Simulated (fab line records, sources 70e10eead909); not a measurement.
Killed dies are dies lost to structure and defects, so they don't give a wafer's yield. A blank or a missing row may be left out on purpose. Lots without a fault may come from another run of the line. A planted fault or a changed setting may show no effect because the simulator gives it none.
Which tool did it? | flow nand_harc | 24 lots, 72 wafers sampled, at 6 steps of a route of 1159

WHAT THE GAUGES READ, wafer by wafer
NHARC_A_SGD_CUT_OVL_MEAS_10.
lot  | measured     | on         | overlay_x_nm (nm) | overlay_y_nm (nm)
L074 | day 13 12:17 | overlay-02 | 1.8 1.8 1.8       | -0.8 -1.2 -1.3
L075 | day 14 04:37 | overlay-02 | 0.9 0.0 0.6       | 0.7 0.7 0.7
L076 | day 14 04:16 | overlay-01 | -0.8 -0.5 -0.5    | 1.6 2.3 1.8
L077 | day 14 05:01 | overlay-01 | 0.9 1.6 0.6       | -0.3 -0.6 -0.3
L080 | day 14 09:13 | overlay-01 | -0.9 -0.8 -1.0    | -1.3 -1.5 -1.6
L079 | day 14 09:28 | overlay-01 | 0.0 -0.3 -0.3     | -0.9 0.4 0.1
L078 | day 14 21:11 | overlay-02 | -0.6 -0.4 -0.3    | 0.3 0.3 -0.1
L081 | day 15 12:39 | overlay-01 | 0.2 0.4 0.3       | -0.3 -0.7 0.0
L083 | day 16 06:46 | overlay-01 | 0.8 0.6 0.4       | 1.2 1.3 1.5
L082 | day 16 06:58 | overlay-01 | 1.4 1.2 0.8       | -0.8 -1.1 -0.1
L084 | day 16 11:04 | overlay-02 | 0.2 -0.7 -0.2     | 0.8 1.0 1.2
L087 | day 16 19:42 | overlay-01 | 0.4 0.3 0.4       | 0.6 0.2 0.3
L086 | day 16 19:52 | overlay-02 | 0.6 0.7 0.6       | -0.8 -0.6 0.0
L085 | day 16 20:09 | overlay-02 | 0.2 -0.3 0.2      | 1.6 1.9 1.9
L088 | day 16 22:23 | overlay-01 | 0.1 0.5 0.2       | -1.5 -1.3 -1.4
L089 | day 17 17:53 | overlay-01 | -1.1 -1.1 -0.6    | 0.1 -0.2 -0.2
L090 | day 17 18:11 | overlay-02 | 1.1 1.3 1.4       | 1.0 1.3 1.3
L092 | day 18 06:49 | overlay-01 | -0.6 -0.7 -1.1    | -0.2 0.2 0.0
L091 | day 18 07:14 | overlay-02 | 0.5 -0.6 0.5      | -0.4 -0.1 0.1
L094 | day 19 02:55 | overlay-01 | 0.5 -0.8 0.0      | -0.5 0.2 -0.5
L095 | day 19 03:13 | overlay-01 | 0.7 0.7 0.2       | -1.0 -0.9 -0.8
L093 | day 19 16:11 | overlay-01 | -0.6 -0.5 -0.4    | -0.5 -0.4 -0.4
L096 | day 19 16:19 | overlay-01 | -0.4 -0.1 -0.4    | 0.4 0.2 0.5
L097 | day 19 17:02 | overlay-01 | 1.2 0.9 1.1       | 0.3 -0.4 -0.5

NHARC_A_SGD_CUT_INSPECT_11.
lot  | measured     | on                | raw_defect_count
L074 | day 13 12:20 | defect_inspect-01 | 20 26 21
L075 | day 14 04:39 | defect_inspect-01 | 9 5 8
L076 | day 14 04:18 | defect_inspect-02 | 15 17 16
L077 | day 14 05:03 | defect_inspect-01 | 19 23 20
L080 | day 14 09:14 | defect_inspect-02 | 5 4 4
L079 | day 14 09:32 | defect_inspect-02 | 26 25 23
L078 | day 14 21:13 | defect_inspect-02 | 2 7 3
L081 | day 15 12:41 | defect_inspect-01 | 11 9 7
L083 | day 16 06:47 | defect_inspect-01 | 7 9 7
L082 | day 16 07:00 | defect_inspect-01 | 27 15 28
L084 | day 16 11:07 | defect_inspect-02 | 12 4 8
L087 | day 16 19:44 | defect_inspect-02 | 11 9 7
L086 | day 16 19:54 | defect_inspect-02 | 22 27 23
L085 | day 16 20:11 | defect_inspect-02 | 23 37 26
L088 | day 16 22:26 | defect_inspect-02 | 36 36 31
L089 | day 17 17:56 | defect_inspect-01 | 32 35 34
L090 | day 17 18:13 | defect_inspect-01 | 23 21 23
L092 | day 18 06:51 | defect_inspect-02 | 11 14 11
L091 | day 18 07:16 | defect_inspect-02 | 29 30 33
L094 | day 19 02:58 | defect_inspect-01 | 36 35 42
L095 | day 19 03:15 | defect_inspect-02 | 10 7 12
L093 | day 19 16:14 | defect_inspect-02 | 14 21 15
L096 | day 19 16:20 | defect_inspect-02 | 13 18 17
L097 | day 19 17:04 | defect_inspect-01 | 19 18 14

NHARC_A_SGD_CUT_INSPECT_25.
lot  | measured     | on                | raw_defect_count
L074 | day 13 18:49 | defect_inspect-01 | 223 303 268
L075 | day 14 10:44 | defect_inspect-01 | 530 622 547
L076 | day 14 10:47 | defect_inspect-02 | 437 465 549
L077 | day 14 10:53 | defect_inspect-01 | 263 162 260
L080 | day 14 16:05 | defect_inspect-01 | 315 346 235
L079 | day 14 16:04 | defect_inspect-02 | 386 316 331
L078 | day 15 05:07 | defect_inspect-01 | 258 317 238
L081 | day 15 20:11 | defect_inspect-01 | 198 262 305
L083 | day 16 13:17 | defect_inspect-02 | 372 417 361
L082 | day 16 13:24 | defect_inspect-01 | 311 326 383
L084 | day 16 18:28 | defect_inspect-01 | 370 545 317
L087 | day 17 02:25 | defect_inspect-02 | 285 290 207
L086 | day 17 02:26 | defect_inspect-01 | 229 351 314
L085 | day 17 02:35 | defect_inspect-02 | 441 249 309
L088 | day 17 02:30 | defect_inspect-01 | 352 251 308
L089 | day 18 01:28 | defect_inspect-02 | 227 351 313
L090 | day 18 01:29 | defect_inspect-01 | 360 268 312
L092 | day 18 14:02 | defect_inspect-02 | 324 218 302
L091 | day 18 14:01 | defect_inspect-01 | 217 239 340
L094 | day 19 09:26 | defect_inspect-02 | 369 288 505
L095 | day 19 09:26 | defect_inspect-01 | 305 294 481
L093 | day 19 22:27 | defect_inspect-01 | 368 354 299
L096 | day 19 22:37 | defect_inspect-01 | 266 273 190
L097 | day 19 22:27 | defect_inspect-02 | 276 287 308

WHICH TOOL RAN EACH LOT (tool, then ch and the chambers of the sampled wafers, then the start)
lot  | NHARC_A_STAIRCASE_ETCH_444         | NHARC_A_STAIRCASE_ETCHBACK_422     | NHARC_A_SGD_CUT_STRIP_17
L074 | rie_diel-02 ch 1,2,3, day 13 07:07 | rie_diel-02 ch 0,3, day 13 10:00   | rie_diel-01 ch 1,2,3, day 13 18:49 or earlier
L075 | rie_diel-02 ch 1,2, day 13 22:54   | rie_diel-07 ch 0,1,3, day 14 02:25 | rie_diel-12 ch 1,2,3, day 14 10:44 or earlier
L076 | rie_diel-03 ch 1,2,3, day 13 22:58 | rie_diel-02 ch 0,1,2, day 14 02:07 | rie_diel-04 ch 0,1, day 14 10:47 or earlier
L077 | rie_diel-07 ch 1,3, day 13 23:15   | rie_diel-03 ch 1,2,3, day 14 02:43 | rie_diel-04 ch 0,1,3, day 14 10:53 or earlier
L080 | rie_diel-07 ch 1,2, day 14 03:15   | rie_diel-02 ch 0,2,3, day 14 06:52 | rie_diel-04 ch 0,3, day 14 16:05 or earlier
L079 | rie_diel-03 ch 2,3, day 14 03:35   | rie_diel-07 ch 0,1,3, day 14 07:22 | rie_diel-01 ch 0,1,3, day 14 16:04 or earlier
L078 | rie_diel-03 ch 0,1,2, day 14 15:20 | rie_diel-03 ch 0,2,3, day 14 18:57 | rie_diel-12 ch 1,2,3, day 15 05:07 or earlier
L081 | rie_diel-02 ch 1,2,3, day 15 07:03 | rie_diel-02 ch 1,2,3, day 15 10:25 | rie_diel-12 ch 0,2,3, day 15 20:11 or earlier
L083 | rie_diel-02 ch 0,2,3, day 16 00:32 | rie_diel-02 ch 0,2, day 16 04:23   | rie_diel-01 ch 2,3, day 16 13:17 or earlier
L082 | rie_diel-03 ch 0,1,2, day 16 00:51 | rie_diel-03 ch 0,2,3, day 16 04:50 | rie_diel-12 ch 0,1,3, day 16 13:24 or earlier
L084 | rie_diel-07 ch 1,2, day 16 04:08   | rie_diel-07 ch 0,1,2, day 16 09:07 | rie_diel-12 ch 0,3, day 16 18:28 or earlier
L087 | rie_diel-02 ch 1,3, day 16 13:46   | rie_diel-03 ch 0,2, day 16 17:24   | rie_diel-01 ch 0,1, day 17 02:25 or earlier
L086 | rie_diel-03 ch 0,1,3, day 16 13:54 | rie_diel-02 ch 0,1,2, day 16 17:40 | rie_diel-04 ch 0,1,2, day 17 02:26 or earlier
L085 | rie_diel-07 ch 0,3, day 16 14:11   | rie_diel-07 ch 0,3, day 16 17:59   | rie_diel-01 ch 0,3, day 17 02:35 or earlier
L088 | rie_diel-07 ch 0,1,3, day 16 16:26 | rie_diel-02 ch 0,1,3, day 16 19:54 | rie_diel-04 ch 1,3, day 17 02:30 or earlier
L089 | rie_diel-07 ch 0,1,2, day 17 12:00 | rie_diel-07 ch 0,1,3, day 17 15:47 | rie_diel-04 ch 0,1,3, day 18 01:28 or earlier
L090 | rie_diel-02 ch 2,3, day 17 12:22   | rie_diel-07 ch 1,2, day 17 16:02   | rie_diel-12 ch 2,3, day 18 01:29 or earlier
L092 | rie_diel-02 ch 1,2,3, day 18 01:25 | rie_diel-02 ch 2,3, day 18 04:46   | rie_diel-04 ch 0,1,3, day 18 14:02 or earlier
L091 | rie_diel-03 ch 1,2,3, day 18 01:56 | rie_diel-02 ch 0,1,2, day 18 05:05 | rie_diel-04 ch 0,1,2, day 18 14:01 or earlier
L094 | rie_diel-02 ch 0,1,3, day 18 21:14 | rie_diel-07 ch 1,2,3, day 19 00:37 | rie_diel-04 ch 1,2,3, day 19 09:26 or earlier
L095 | rie_diel-03 ch 0,1,2, day 18 21:25 | rie_diel-03 ch 0,1,3, day 19 00:53 | rie_diel-12 ch 0,1,3, day 19 09:26 or earlier
L093 | rie_diel-02 ch 0,1,2, day 19 10:36 | rie_diel-03 ch 0,1,3, day 19 14:03 | rie_diel-04 ch 0,1,3, day 19 22:27 or earlier
L096 | rie_diel-03 ch 2,3, day 19 10:37   | rie_diel-03 ch 0,1,2, day 19 14:16 | rie_diel-01 ch 0,2,3, day 19 22:37 or earlier
L097 | rie_diel-07 ch 0,3, day 19 10:44   | rie_diel-07 ch 0,2, day 19 14:50   | rie_diel-12 ch 0,2, day 19 22:27 or earlier
- NHARC_A_STAIRCASE_ETCH_444: etches the open film in C4F8/O2, target depth 10200 nm, time 3400 s.
- NHARC_A_STAIRCASE_ETCHBACK_422: etches the open film in CH3F/O2, target depth 40 nm, time 74.286 s.
- NHARC_A_SGD_CUT_STRIP_17: strips in O2.

WHAT THE TOOLS THEMSELVES READ (means of the sampled wafers that have a number; where no wafer has one, the mark that the record gives instead)
NHARC_A_STAIRCASE_ETCH_444.
lot  | tool        | chamber_pressure_mTorr (mTorr) | oes_product_au (a.u.) | rf_vpp_V (V)
L074 | rie_diel-02 | 24.980                         | 0.931                 | 800
L075 | rie_diel-02 | 24.997                         | 0.935                 | 799
L076 | rie_diel-03 | 24.986                         | 0.925                 | 811
L077 | rie_diel-07 | 25.015                         | 0.929                 | 806
L080 | rie_diel-07 | 24.997                         | 0.925                 | 801
L079 | rie_diel-03 | 24.982                         | 0.927                 | 810
L078 | rie_diel-03 | 25.007                         | 0.925                 | 811
L081 | rie_diel-02 | 25.000                         | 0.955                 | 800
L083 | rie_diel-02 | 24.991                         | 0.947                 | 801
L082 | rie_diel-03 | 25.013                         | 0.933                 | 811
L084 | rie_diel-07 | 25.015                         | 0.933                 | 800
L087 | rie_diel-02 | 25.014                         | 0.945                 | 800
L086 | rie_diel-03 | 24.985                         | 0.925                 | 811
L085 | rie_diel-07 | 25.003                         | 0.929                 | 810
L088 | rie_diel-07 | 25.007                         | 0.927                 | 808
L089 | rie_diel-07 | 25.007                         | 0.928                 | 805
L090 | rie_diel-02 | 24.999                         | 0.920                 | 800
L092 | rie_diel-02 | 24.985                         | 0.922                 | 800
L091 | rie_diel-03 | 24.997                         | 0.951                 | 811
L094 | rie_diel-02 | 24.995                         | 0.924                 | 802
L095 | rie_diel-03 | 24.975                         | 0.955                 | 810
L093 | rie_diel-02 | 24.996                         | 0.932                 | 801
L096 | rie_diel-03 | 25.012                         | 0.932                 | 809
L097 | rie_diel-07 | 25.008                         | 0.961                 | 811

NHARC_A_STAIRCASE_ETCHBACK_422.
lot  | tool        | chamber_pressure_mTorr (mTorr) | drypump_motor_current_A (A) | oes_product_au (a.u.) | rf_vpp_V (V) | showerhead_plenum_p_Torr (Torr) | throttle_valve_pct (%)
L074 | rie_diel-02 | 25.008                         | 5.3                         | 1.00                  | 242.9        | 2.37                            | 20.655
L075 | rie_diel-07 | 25.008                         | 5.9                         | 0.93                  | 244.7        | 2.49                            | 20.663
L076 | rie_diel-02 | 24.995                         | 5.6                         | 0.93                  | 243.6        | 2.34                            | 20.663
L077 | rie_diel-03 | 25.008                         | 5.8                         | 0.93                  | 245.9        | 2.55                            | 20.664
L080 | rie_diel-02 | 25.020                         | 5.4                         | 0.94                  | 243.1        | 2.35                            | 20.667
L079 | rie_diel-07 | 25.000                         | 5.9                         | 0.92                  | 245.5        | 2.49                            | 20.670
L078 | rie_diel-03 | 24.996                         | 5.8                         | 1.00                  | 244.6        | 2.51                            | 20.661
L081 | rie_diel-02 | 25.010                         | 5.3                         | 1.00                  | 243.3        | 2.31                            | 20.660
L083 | rie_diel-02 | 25.024                         | 5.7                         | 0.92                  | 242.9        | 2.36                            | 20.667
L082 | rie_diel-03 | 25.000                         | 5.8                         | 0.99                  | 245.3        | 2.50                            | 20.662
L084 | rie_diel-07 | 24.968                         | 6.0                         | 1.00                  | 244.1        | 2.42                            | 20.664
L087 | rie_diel-03 | 25.012                         | 5.7                         | 1.00                  | 244.5        | 2.49                            | 20.665
L086 | rie_diel-02 | 25.006                         | 5.5                         | 0.99                  | 242.7        | 2.33                            | 20.658
L085 | rie_diel-07 | 25.010                         | 6.1                         | 0.96                  | 246.6        | 2.60                            | 20.665
L088 | rie_diel-02 | 25.000                         | 5.4                         | 0.92                  | 242.8        | 2.34                            | 20.655
L089 | rie_diel-07 | 25.012                         | 5.8                         | 1.00                  | 244.9        | 2.48                            | 20.659
L090 | rie_diel-07 | 25.002                         | 5.8                         | 0.94                  | 242.6        | 2.30                            | 20.659
L092 | rie_diel-02 | 24.998                         | 5.3                         | 0.92                  | 242.1        | 2.30                            | 20.669
L091 | rie_diel-02 | 25.023                         | 5.6                         | 0.92                  | 242.9        | 2.32                            | 20.662
L094 | rie_diel-07 | 24.994                         | 5.8                         | 1.00                  | 243.0        | 2.37                            | 20.662
L095 | rie_diel-03 | 25.000                         | 5.8                         | 1.00                  | 245.0        | 2.53                            | 20.663
L093 | rie_diel-03 | 24.991                         | 5.8                         | 1.00                  | 245.1        | 2.53                            | 20.667
L096 | rie_diel-03 | 24.991                         | 5.7                         | 1.00                  | 245.2        | 2.52                            | 20.658
L097 | rie_diel-07 | 25.020                         | 6.2                         | 1.00                  | 245.6        | 2.53                            | 20.667

NHARC_A_SGD_CUT_STRIP_17.
lot  | tool        | chamber_pressure_mTorr (mTorr) | drypump_motor_current_A (A) | oes_product_au (a.u.) | rf_vpp_V (V) | showerhead_plenum_p_Torr (Torr) | throttle_valve_pct (%)
L074 | rie_diel-01 | 59.96                          | 6.0                         | 1.002                 | 58.2         | 3.62                            | 17.037
L075 | rie_diel-12 | 60.01                          | 5.5                         | 1.009                 | 58.5         | 3.53                            | 17.024
L076 | rie_diel-04 | 60.01                          | 6.1                         | 1.002                 | 57.9         | 3.55                            | 17.048
L077 | rie_diel-04 | 59.98                          | 5.8                         | 0.997                 | 58.2         | 3.55                            | 17.035
L080 | rie_diel-04 | 60.04                          | 6.2                         | 1.011                 | 58.2         | 3.54                            | 17.035
L079 | rie_diel-01 | 59.97                          | 5.7                         | 0.990                 | 57.4         | 3.54                            | 17.035
L078 | rie_diel-12 | 60.03                          | 5.5                         | 1.007                 | 57.4         | 3.53                            | 17.033
L081 | rie_diel-12 | 60.03                          | 5.5                         | 1.000                 | 58.4         | 3.51                            | 17.031
L083 | rie_diel-01 | 60.05                          | 5.8                         | 1.004                 | 57.7         | 3.48                            | 17.028
L082 | rie_diel-12 | 59.99                          | 5.4                         | 1.004                 | 57.3         | 3.61                            | 17.038
L084 | rie_diel-12 | 60.02                          | 5.4                         | 1.002                 | 58.1         | 3.59                            | 17.027
L087 | rie_diel-01 | 59.99                          | 5.9                         | 1.000                 | 58.0         | 3.68                            | 17.046
L086 | rie_diel-04 | 59.97                          | 5.9                         | 1.009                 | 57.9         | 3.56                            | 17.034
L085 | rie_diel-01 | 60.02                          | 5.5                         | 1.005                 | 57.3         | 3.41                            | 17.036
L088 | rie_diel-04 | 59.96                          | 5.5                         | 1.008                 | 58.9         | 3.54                            | 17.039
L089 | rie_diel-04 | 60.01                          | 5.8                         | 1.002                 | 57.5         | 3.54                            | 17.037
L090 | rie_diel-12 | 59.92                          | 5.3                         | 1.003                 | 58.3         | 3.47                            | 17.028
L092 | rie_diel-04 | 60.01                          | 5.8                         | 1.003                 | 57.6         | 3.54                            | 17.038
L091 | rie_diel-04 | 60.00                          | 5.9                         | 1.004                 | 58.5         | 3.56                            | 17.038
L094 | rie_diel-04 | 59.93                          | 5.6                         | 0.995                 | 57.6         | 3.55                            | 17.035
L095 | rie_diel-12 | 59.99                          | 5.4                         | 1.005                 | 57.3         | 3.60                            | 17.033
L093 | rie_diel-04 | 60.00                          | 5.8                         | 1.003                 | 57.6         | 3.54                            | 17.036
L096 | rie_diel-01 | 59.99                          | 5.7                         | 1.002                 | 57.2         | 3.52                            | 17.032
L097 | rie_diel-12 | 60.03                          | 6.0                         | 1.007                 | 57.4         | 3.47                            | 17.043

THE ANSWER, worked out from the rows above alone
Rule: what is usual is taken from the lots themselves. Put in order of their means at a reading, lots are off if they are a third of the lots or fewer, leave a main group of 4 or more, and stand apart from it by a gap of 3 or more times the standard deviation of the main group's means; of several such gaps the widest counts. A main group whose means are all the same, to the digits that the tables above print for the reading, isn't used. A lot without any number at a reading at which 4 lots or more have one is off too. The other lots that the step has rows for count as sound. The gauges are gone through in route order, then the tools' own readings, and for those a lot's mean is taken as printed above. The first step at which some lot is off is used, and at that step the reading that is off furthest; a lot without a number counts as furthest.
No lot is off at any reading shown: from this, nothing can be told.

WHAT THE SIMULATOR HAD PUT IN
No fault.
